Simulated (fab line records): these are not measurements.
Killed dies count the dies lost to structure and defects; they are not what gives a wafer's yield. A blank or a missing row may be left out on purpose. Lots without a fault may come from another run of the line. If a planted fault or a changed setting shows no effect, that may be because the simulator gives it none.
fab line records    flow n5_finfet    part 2 of 2: steps 27 to 32 of 32
[record] lots = 5  wafers = 15  last_day = 16
route steps=1938 shown BEOL_M11@1589 BEOL_M12@1602
lots with no fault: from the same line, run without faults
start_h: hours from the record's first day to the start of the lot's first wafer shown    wait_h: hours elapsed since this lot's preceding step    " identical to the entry in the row above    L1.1+2: several wafers, shown together as one row    - no value, or no start given    * or withheld: withheld    < > ~ a bound
route shown NAME@n: NAME is a module with steps in the file, n the number in the route of the first one    usual: mean/standard deviation of fault-free wafers    same: alike in all rows    chamber/n: place in a boat    sites: the reading at each site    _std_site: the standard deviation of these    _edge_site: the outer-site mean with the inner-site mean subtracted    radius_mm: how far each site lies from the wafer's centre    mask NAME#n: copy n    behind: tool/chamber where the wafer was last shaped    hold: the reason the lot was held/the length of the hold in hours/how it ended    device: the transistor (n, p or np) that didn't switch    end of line: the route-end tests of the same wafers    for a step that has no rows: nothing shown but its recipe    killed: count of dies lost to structure and defects at first sort (not the wafer's yield)    map: shows each die of a wafer: x if killed, . if not, _ if none is there
set.NAME: the setting that was run; set.NAME@STEP: the one run at that earlier step    model.NAME: the simulator's own value behind a step, which no gauge read
lots at some steps of the route; a table a step, a row a wafer
services: when a tool's chamber went out of use (start_h, in hours from the record's first day, below 0 if earlier), for how many hours, and the reason
[[steps]]
[step N5_BEOL_M12_DESCUM_15]
[recipe] chemistry = O2  time_s = 7.9  source_power_w = 50  bias_power_w = 20  pressure_mtorr = 20  rf_frequency_hz = 2.712e+07  temp_c = 40  o2_flow_sccm = 225
[usual] drypump_motor_current_A = 5.55/0.24  oes_product_au = 0.77/0.074  rf_vpp_V = 242.4/1.5  showerhead_plenum_p_Torr = 2.05/0.087  throttle_valve_pct = 20.55/0.24
lot.wafer  tool         chamber  start_h  wait_h  drypump_motor_current_A  oes_product_au  rf_hours_counter_h  rf_vpp_V  showerhead_plenum_p_Torr  throttle_valve_pct
L076.2     rie_diel-01  1        237.35   0.0     5.11                     0.82            93                  243.7     2.11                      20.41
L076.3     "            0        "        "       5.46                     0.93            18                  243.4     2.07                      20.39
L076.6     "            1        "        "       5.12                     0.82            -                   241.9     2.11                      20.39
L077.3     rie_diel-02  2        246.80   0.0     5.77                     0.90            26                  245.6     2.13                      20.15
L077.4     "            1        "        "       4.92                     0.95            18                  242.4     2.05                      20.10
L077.6     "            0        "        "       5.47                     0.68            -                   241.8     1.99                      20.54
L087.2     rie_diel-01  2        318.64   0.0     5.91                     0.79            128                 242.5     2.12                      20.80
L087.5     "            0        "        "       5.50                     0.87            -                   242.5     2.06                      20.42
L087.6     "            3        "        "       5.42                     0.69            -                   243.5     2.07                      20.16
L091.1     rie_diel-01  3        325.61   0.1     5.46                     0.69            227                 243.6     2.07                      20.16
L091.3     "            0        "        "       5.44                     0.86            51                  241.4     2.06                      20.43
L091.5     "            0        "        "       5.46                     0.87            -                   243.5     2.06                      20.43
L092.1     rie_diel-01  0        345.53   0.2     5.45                     0.85            58                  242.8     2.06                      20.44
L092.4     "            2        "        "       5.94                     0.79            137                 244.1     2.11                      20.81
L092.5     "            1        "        "       5.11                     0.77            -                   242.2     2.10                      20.46
[step N5_BEOL_M12_ETCH_59]
[recipe] chemistry = N2/H2  target = BARC  target_depth_a = 890  overetch_a = 267  time_s = 67.9  ion_energy_ev = 200  pressure_mtorr = 30  source_w = 840  bias_w = 150  n2_flow_sccm = 200  h2_flow_sccm = 200
[usual] drypump_motor_current_A = 5.56/0.24  oes_product_au = 0.66/0.06  rf_vpp_V = 522.3/2.8  showerhead_plenum_p_Torr = 2.48/0.1  throttle_valve_pct = 17.93/0.25
lot.wafer  tool         chamber  start_h  wait_h  drypump_motor_current_A  oes_product_au  rf_hours_counter_h  rf_vpp_V  showerhead_plenum_p_Torr  throttle_valve_pct
L076.2     rie_diel-01  1        237.38   0.0     5.11                     0.70            93                  524.4     2.56                      17.94
L076.3     "            0        "        "       5.45                     0.79            18                  523.7     2.49                      17.56
L076.6     "            1        "        "       5.11                     0.70            -                   523.9     2.56                      17.93
L077.3     rie_diel-02  2        246.84   0.0     5.79                     0.77            26                  526.2     2.59                      17.62
L077.4     "            1        "        "       4.91                     0.80            18                  522.2     2.48                      17.46
L077.6     "            0        "        "       5.43                     0.58            -                   520.2     2.41                      17.98
L087.2     rie_diel-01  2        318.68   0.0     5.95                     0.67            128                 524.0     2.55                      18.16
L087.5     "            0        "        "       5.46                     0.74            -                   521.6     2.48                      17.62
L087.6     "            3        "        "       5.44                     0.60            -                   523.7     2.53                      17.73
L091.1     rie_diel-01  3        325.65   0.0     5.41                     0.59            227                 524.4     2.53                      17.74
L091.3     "            0        "        "       5.49                     0.74            51                  521.1     2.48                      17.63
L091.5     "            0        "        "       5.49                     0.73            -                   521.5     2.48                      17.62
L092.1     rie_diel-01  0        345.57   0.0     5.44                     0.73            58                  523.8     2.47                      17.64
L092.4     "            2        "        "       5.95                     0.66            137                 525.3     2.55                      18.17
L092.5     "            1        "        "       5.11                     0.66            -                   523.5     2.55                      18.03
[step N5_BEOL_M12_VIA_ETCH_16]
[recipe] chemistry = C4F8/O2/Ar  target = SiOC  pressure_mtorr = 30  source_w = 3000  bias_w = 700  Ar_flow_sccm = 400  C4F8_flow_sccm = 15  O2_flow_sccm = 8  he_inner_torr = 15  he_outer_torr = 30  target_depth_a = 7248  time_s = withheld  ion_energy_ev = 250  ends = cleared
[usual] O2_flow_sccm = 7.997/0.028  drypump_motor_current_A = 5.56/0.24  he_outer_torr = 30.01/0.052  oes_product_au = 0.70/0.067  rf_vpp_V = 664/3.5  showerhead_plenum_p_Torr = 3.35/0.12  throttle_valve_pct = 24.29/0.22
lot.wafer  tool         chamber  start_h  wait_h  O2_flow_sccm  drypump_motor_current_A  he_outer_torr  oes_product_au  rf_vpp_V  showerhead_plenum_p_Torr  throttle_valve_pct
L076.2     rie_diel-01  1        237.43   0.0     7.992         5.12                     29.98          0.74            667       3.47                      24.31
L076.3     "            0        "        "       7.945         5.50                     29.92          0.85            663       3.35                      23.97
L076.6     "            1        "        "       8.063         5.11                     29.98          0.74            666       3.47                      24.31
L077.3     rie_diel-02  2        246.89   0.0     8.019         5.80                     29.98          0.82            668       3.50                      24.05
L077.4     "            1        "        "       8.045         4.93                     29.95          0.86            664       3.37                      23.99
L077.6     "            0        "        "       8.048         5.47                     29.94          0.62            661       3.25                      24.24
L087.2     rie_diel-01  2        318.73   0.0     7.964         5.93                     29.96          0.71            666       3.40                      24.36
L087.5     "            0        "        "       7.991         5.45                     30.04          0.79            664       3.34                      24.03
L087.6     "            3        "        "       8.011         5.43                     30.12          0.62            664       3.40                      23.95
L091.1     rie_diel-01  3        325.70   0.0     8.003         5.42                     30.03          0.62            665       3.40                      23.95
L091.3     "            0        "        "       7.993         5.46                     29.90          0.78            662       3.34                      24.02
L091.5     "            0        "        "       7.985         5.47                     29.97          0.79            664       3.34                      24.03
L092.1     rie_diel-01  0        345.62   0.0     7.954         5.48                     29.98          0.78            664       3.33                      24.04
L092.4     "            2        "        "       8.009         5.94                     30.05          0.71            667       3.40                      24.39
L092.5     "            1        "        "       7.984         5.12                     30.07          0.70            665       3.45                      24.36
[step N5_BEOL_M12_STRIP_63]
[recipe] chemistry = N2/H2  power_w = 1000  temp_c = 250  h2_frac = 0.65  overash_fraction = 0.3  pressure_mtorr = 1000  n2_flow_sccm = 1750  h2_flow_sccm = 3250
[usual] drypump_motor_current_A = 5.9/0.56  heater_power_w = 320/25  oes_product_au = 0.693/0.0049  strip_time_to_endpoint_s = 42.1/0.99
lot.wafer  tool             chamber  start_h  wait_h  drypump_motor_current_A  heater_power_w  oes_product_au  rf_hours_counter_h  strip_time_to_endpoint_s
L076.2     plasma_asher-01  0        237.63   -       5.9                      295             0.692           65                  43.1
L076.3     "                0        "        "       5.9                      301             0.697           -                   43.6
L076.6     "                1        "        "       6.4                      337             0.693           -                   41.2
L077.3     plasma_asher-01  0        247.11   -       5.9                      292             0.698           -                   42.8
L077.4     "                1        "        "       6.4                      338             0.688           -                   41.0
L077.6     "                1        "        "       6.4                      341             0.697           -                   40.8
L087.2     plasma_asher-01  1        318.94   -       6.4                      328             0.698           82                  42.5
L087.5     "                0        "        "       5.9                      291             0.686           -                   41.6
L087.6     "                1        "        "       6.4                      353             0.689           -                   41.8
L091.1     plasma_asher-02  0        325.90   -       4.8                      300             0.693           139                 41.5
L091.3     "                0        "        "       4.8                      298             0.688           -                   40.8
L091.5     "                1        "        "       6.0                      359             0.693           -                   40.2
L092.1     plasma_asher-01  0        345.82   -       5.9                      299             0.680           88                  41.8
L092.4     "                0        "        "       5.9                      297             0.687           -                   41.0
L092.5     "                1        "        "       6.4                      336             0.688           -                   40.2
[step N5_BEOL_M12_STRIP_64]
[recipe] chemistry = N2/H2  power_w = 1000  temp_c = 250  h2_frac = 0.65  overash_fraction = 0.3  pressure_mtorr = withheld  n2_flow_sccm = 1750  h2_flow_sccm = 3250
[usual] drypump_motor_current_A = 5.9/0.56  heater_power_w = 320/25  oes_product_au = 0.715/0.005  strip_time_to_endpoint_s = 31.32/0.076
lot.wafer  tool             chamber  start_h  wait_h  drypump_motor_current_A  heater_power_w  oes_product_au  rf_hours_counter_h  strip_time_to_endpoint_s
L076.2     plasma_asher-01  0        237.69   0.0     5.9                      296             0.712           65                  31.33
L076.3     "                0        "        "       5.9                      293             0.722           -                   31.35
L076.6     "                1        "        "       6.4                      338             0.714           -                   31.30
L077.3     plasma_asher-01  0        247.17   0.0     5.9                      296             0.727           -                   31.32
L077.4     "                1        "        "       6.4                      333             0.721           -                   31.32
L077.6     "                1        "        "       6.4                      336             0.715           -                   31.25
L087.2     plasma_asher-01  1        319.00   0.0     6.4                      343             0.708           83                  31.31
L087.5     "                0        "        "       5.9                      293             0.718           -                   31.31
L087.6     "                1        "        "       6.4                      337             0.716           -                   31.30
L091.1     plasma_asher-02  0        325.96   0.0     4.8                      297             0.714           139                 31.28
L091.3     "                0        "        "       4.8                      300             0.708           -                   31.30
L091.5     "                1        "        "       6.0                      350             0.718           -                   31.34
L092.1     plasma_asher-01  0        345.88   0.0     5.9                      304             0.716           88                  31.36
L092.4     "                0        "        "       5.9                      298             0.719           -                   31.33
L092.5     "                1        "        "       6.4                      334             0.722           -                   31.34
[step N5_BEOL_M12_STRIP_71]
[recipe] chemistry = post_etch_residue_remover  time_s = 60  temp_c = 25  remover_ph = withheld  remover_water_wt_pct = withheld  remover_fluoride_wt_pct = withheld
lot.wafer   tool          chamber  start_h  wait_h
L076.2+3+6  wet_bench-01  7,3,1    237.78   0.1
L077.3+4+6  wet_bench-01  1,7,3    247.24   0.0
L087.2+5+6  wet_bench-05  6,5,4    319.08   0.1
L091.1+3+5  wet_bench-05  4,3,7    326.05   0.1
L092.1+4+5  wet_bench-01  3,5,0    345.96   0.1
[[services]]
tool            chamber  start_h  hours  kind
cmp-02          -        215.47   1.0    repair
cmp-04          -        222.45   4.3    repair
rie_diel-01     3        237.65   3.0    repair
wet_bench-01    -        238.69   1.9    repair
ald_metal-02    -        251.49   0.9    repair
ecd_cu-01       -        253.26   6.8    repair
rie_diel-01     2        253.64   4.9    repair
pecvd-03        -        258.74   2.8    pm
krf_scanner-01  -        260.76   4.0    pm
krf_scanner-01  -        264.78   0.8    pm
krf_scanner-02  -        279.18   0.3    repair
krf_scanner-02  -        283.20   0.9    repair
ald_metal-02    2        290.12   3.1    repair
pecvd-04        0        291.15   4.5    repair
pvd_sputter-01  -        291.75   1.0    repair
krf_scanner-02  -        302.98   0.8    pm
krf_scanner-01  -        309.82   7.1    repair
krf_scanner-02  -        310.86   1.3    repair
pecvd-02        0        314.33   8.0    repair
cvd_co-02       -        316.44   0.3    repair
cvd_co-02       1        322.41   13.2   repair
krf_scanner-02  -        332.32   1.0    pm
ecd_cu-01       -        342.60   1.1    repair
cvd_co-01       0        345.03   8.7    repair
